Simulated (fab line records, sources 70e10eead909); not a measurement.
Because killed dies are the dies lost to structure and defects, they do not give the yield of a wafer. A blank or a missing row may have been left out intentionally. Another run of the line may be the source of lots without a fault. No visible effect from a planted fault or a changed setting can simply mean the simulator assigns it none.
Which tool did it? | flow nand_harc | 13 lots with 39 wafers sampled at 5 steps, on a route of 1302 steps

WHAT THE GAUGES READ, wafer by wafer
NHARC_A_BONDPAD_CD_MEAS_13. Usual: cd_nm reads 499.5 nm (standard deviation 1.5).
lot  | measured     | on        | cd_nm (nm)        | flag
L750 | day 23 07:20 | cd_sem-02 | 498.2 496.9 500.3 |
L752 | day 23 13:59 | cd_sem-01 | 500.7 500.8 500.4 |
L754 | day 24 14:26 | cd_sem-01 | 502.3 502.6 503.0 |
L756 | day 25 14:13 | cd_sem-02 | 499.4 499.9 498.8 |
L757 | day 26 01:01 | cd_sem-01 | 501.6 501.5 501.0 |
L759 | day 27 02:43 | cd_sem-01 | 497.8 497.8 499.7 |
L761 | day 27 09:39 | cd_sem-02 | 498.9 498.2 497.6 |
L763 | day 28 13:13 | cd_sem-02 | 497.8 497.7 500.0 |
L765 | day 29 00:24 | cd_sem-02 | 498.4 497.6 496.9 |
L767 | day 30 13:52 | cd_sem-03 | 497.7 498.3 499.5 |
L771 | day 31 21:38 | cd_sem-01 | 501.6 502.1 502.5 |
L772 | day 32 02:05 | cd_sem-02 | 496.7 499.2 499.9 |
L773 | day 33 01:20 | cd_sem-03 | 496.2 498.2 496.5 |

NHARC_END_SORT_01. Usual: killed_at_array 52, standard deviation 17; killed_at_other 0.8, standard deviation 1.1; killed_at_periphery 3.2, standard deviation 2.2; killed_dies 57, standard deviation 17; killed_open 3.4, standard deviation 1.8; killed_short 2.4, standard deviation 1.6.
lot  | measured     | on        | killed_at_array | killed_at_other | killed_at_periphery | killed_dies | killed_open | killed_short | flag
L772 | day 34 02:25 | prober-01 | 141 127 129     | 0 1 0           | 2 2 4               | 143 130 133 | 4 2 2       | 5 1 1        | OFF
L773 | day 34 11:21 | prober-02 | 124 129 69      | 0 0 0           | 7 0 7               | 131 129 76  | 2 2 4       | 1 2 3        | OFF

WHICH TOOL RAN EACH LOT (tool, then ch and the chambers of the sampled wafers, then the start)
lot  | NHARC_A_BLC_ETCH_16                | NHARC_THIN_TSV_ANNEAL_52         | NHARC_THIN_TSV_ETCH_36
L750 | rie_diel-07 ch 0,2,3, day 22 18:29 | rtp_anneal-02 ch 0, day 24 02:33 | rie_metal-03 ch 0,1, day 24 05:03
L752 | rie_diel-07 ch 2,3, day 23 00:37   | rtp_anneal-02 ch 0, day 24 12:54 | rie_metal-02 ch 0,1, day 24 15:11
L754 | rie_diel-06 ch 0,2, day 24 01:31   | rtp_anneal-01 ch 0, day 25 09:09 | rie_metal-01 ch 1, day 25 11:38
L756 | rie_diel-07 ch 0,1,3, day 25 01:07 | rtp_anneal-02 ch 0, day 26 09:26 | rie_metal-03 ch 0,1, day 26 11:56
L757 | rie_diel-03 ch 2,3, day 25 11:53   | rtp_anneal-01 ch 0, day 26 19:31 | rie_metal-01 ch 0,1, day 26 21:52
L759 | rie_diel-03 ch 1,2,3, day 26 13:16 | rtp_anneal-01 ch 0, day 27 22:15 | rie_metal-01 ch 0,1, day 28 00:41
L761 | rie_diel-03 ch 0,1,3, day 26 20:10 | rtp_anneal-02 ch 0, day 28 04:56 | rie_metal-02 ch 0,1, day 28 07:28
L763 | rie_diel-07 ch 1,2,3, day 28 00:08 | rtp_anneal-02 ch 0, day 29 06:14 | rie_metal-01 ch 0,1, day 29 08:34
L765 | rie_diel-07 ch 2,3, day 28 11:08   | rtp_anneal-02 ch 0, day 29 19:24 | rie_metal-01 ch 0,1, day 29 21:53
L767 | rie_diel-03 ch 0,2,3, day 30 00:53 | rtp_anneal-01 ch 0, day 31 08:14 | rie_metal-03 ch 0,1, day 31 10:44
L771 | rie_diel-03 ch 1,2,3, day 31 08:37 | rtp_anneal-01 ch 0, day 33 00:50 | rie_metal-03 ch 0,1, day 33 03:20
L772 | rie_diel-03 ch 0,2, day 31 13:08   | rtp_anneal-02 ch 0, day 33 11:05 | rie_metal-03 ch 0,1, day 33 13:22
L773 | rie_diel-03 ch 0,1,2, day 31 21:35 | rtp_anneal-02 ch 0, day 33 23:17 | rie_metal-02 ch 0,1, day 34 01:41
- NHARC_A_BLC_ETCH_16: etches the open film in CF4, target depth 39 nm, time 65 s.
- NHARC_THIN_TSV_ANNEAL_52: time 90 s.
- NHARC_THIN_TSV_ETCH_36: etches the open film in Cl2/BCl3, target depth 65 nm, time 18.571 s.

AS READ BY THE TOOLS THEMSELVES (means over the sampled wafers that have a number; for cases with no such wafer, the mark the record gives instead)
NHARC_A_BLC_ETCH_16. Usual: drypump_motor_current_A 5.6 A, standard deviation 0.45; mfc_ar_sccm 0.006 sccm, standard deviation 0.0091; oes_product_au 1.000 a.u., standard deviation 0.0077; rf_vpp_V 151.2 V, standard deviation 1.2; showerhead_plenum_p_Torr 1.76 Torr, standard deviation 0.065; throttle_valve_pct 13.283 %, standard deviation 0.0079.
lot  | tool        | drypump_motor_current_A (A) | mfc_ar_sccm (sccm) | oes_product_au (a.u.) | rf_vpp_V (V) | showerhead_plenum_p_Torr (Torr) | throttle_valve_pct (%) | flag
L750 | rie_diel-07 | 5.3                         | 0.007              | 0.995                 | 151.7        | 1.77                            | 13.282                 |
L752 | rie_diel-07 | 5.2                         | 0.004              | 0.997                 | 151.5        | 1.77                            | 13.283                 |
L754 | rie_diel-06 | 6.1                         | 0.011              | 1.005                 | 151.7        | 1.76                            | 13.288                 |
L756 | rie_diel-07 | 5.5                         | 0.016              | 0.991                 | 151.8        | 1.79                            | 13.289                 |
L757 | rie_diel-03 | 5.4                         | 0.001              | 1.003                 | 151.5        | 1.72                            | 13.283                 |
L759 | rie_diel-03 | 5.6                         | 0.001              | 1.004                 | 151.4        | 1.77                            | 13.289                 |
L761 | rie_diel-03 | 5.9                         | 0.000              | 0.997                 | 152.3        | 1.75                            | 13.278                 |
L763 | rie_diel-07 | 5.5                         | 0.013              | 0.997                 | 151.9        | 1.79                            | 13.282                 |
L765 | rie_diel-07 | 5.2                         | 0.004              | 1.000                 | 150.6        | 1.77                            | 13.286                 |
L767 | rie_diel-03 | 5.7                         | 0.001              | 0.998                 | 150.8        | 1.70                            | 13.284                 |
L771 | rie_diel-03 | 5.6                         | 0.001              | 1.006                 | 151.9        | 1.77                            | 13.276                 |
L772 | rie_diel-03 | 5.9                         | 0.001              | 0.995                 | 150.1        | 1.69                            | 13.287                 |
L773 | rie_diel-03 | 5.9                         | 0.001              | 1.002                 | 150.4        | 1.76                            | 13.281                 |

NHARC_THIN_TSV_ANNEAL_52. Usual: wafer_temp_C_max reads 225.93 (standard deviation 0.3).
lot  | tool          | wafer_temp_C_max | flag
L750 | rtp_anneal-02 | 225.84           |
L752 | rtp_anneal-02 | 225.85           |
L754 | rtp_anneal-01 | 226.23           |
L756 | rtp_anneal-02 | 225.77           |
L757 | rtp_anneal-01 | 226.10           |
L759 | rtp_anneal-01 | 226.26           |
L761 | rtp_anneal-02 | 225.91           |
L763 | rtp_anneal-02 | 225.64           |
L765 | rtp_anneal-02 | 225.79           |
L767 | rtp_anneal-01 | 226.24           |
L771 | rtp_anneal-01 | 226.22           |
L772 | rtp_anneal-02 | 225.65           |
L773 | rtp_anneal-02 | 225.62           |

NHARC_THIN_TSV_ETCH_36. Usual: drypump_motor_current_A 5.83 A, standard deviation 0.22; oes_product_au 1.001 a.u., standard deviation 0.0092.
lot  | tool         | drypump_motor_current_A (A) | oes_product_au (a.u.) | flag
L750 | rie_metal-03 | 6.01                        | 0.985                 |
L752 | rie_metal-02 | 5.65                        | 1.013                 |
L754 | rie_metal-01 | 6.02                        | 1.007                 |
L756 | rie_metal-03 | 5.99                        | 1.005                 |
L757 | rie_metal-01 | 5.97                        | 1.009                 |
L759 | rie_metal-01 | 5.96                        | 1.011                 |
L761 | rie_metal-02 | 5.56                        | 1.001                 |
L763 | rie_metal-01 | 5.96                        | 1.005                 |
L765 | rie_metal-01 | 5.89                        | 1.001                 |
L767 | rie_metal-03 | 5.83                        | 1.001                 |
L771 | rie_metal-03 | 5.85                        | 0.989                 |
L772 | rie_metal-03 | 5.84                        | 0.984                 |
L773 | rie_metal-02 | 5.61                        | 1.005                 |

THE ANSWER, worked out from the rows above alone
Rule: take the mean of a lot's wafers that have a number; if it is more than 3 standard deviations from the usual mean, the lot is off. Also off: a lot with no number at a reading for which 4 or more lots have one. All remaining lots with rows at the step are treated as sound. Order of review: gauges by route order, followed by the tools' own readings, for which a lot's mean as printed above is used. At the first step where some lot is off, the reading lying furthest off is the one used; lots without a number count as furthest.
Off: L772, L773 (NHARC_END_SORT_01, killed_at_array). Neither off nor sound, because the step has no rows for them: L750, L752, L754, L756, L757, L759, L761, L763, L765, L767, L771.
A tool fits if, at a process step before that reading, it ran every lot that is off, and no sound lot after the first of them. The gauges at NHARC_END_SORT_01 are tried like those tools. Undecided on this evidence; 2 tools fit (rie_diel-03 at NHARC_A_BLC_ETCH_16, rtp_anneal-02 at NHARC_THIN_TSV_ANNEAL_52).

WHAT THE SIMULATOR HAD INSERTED
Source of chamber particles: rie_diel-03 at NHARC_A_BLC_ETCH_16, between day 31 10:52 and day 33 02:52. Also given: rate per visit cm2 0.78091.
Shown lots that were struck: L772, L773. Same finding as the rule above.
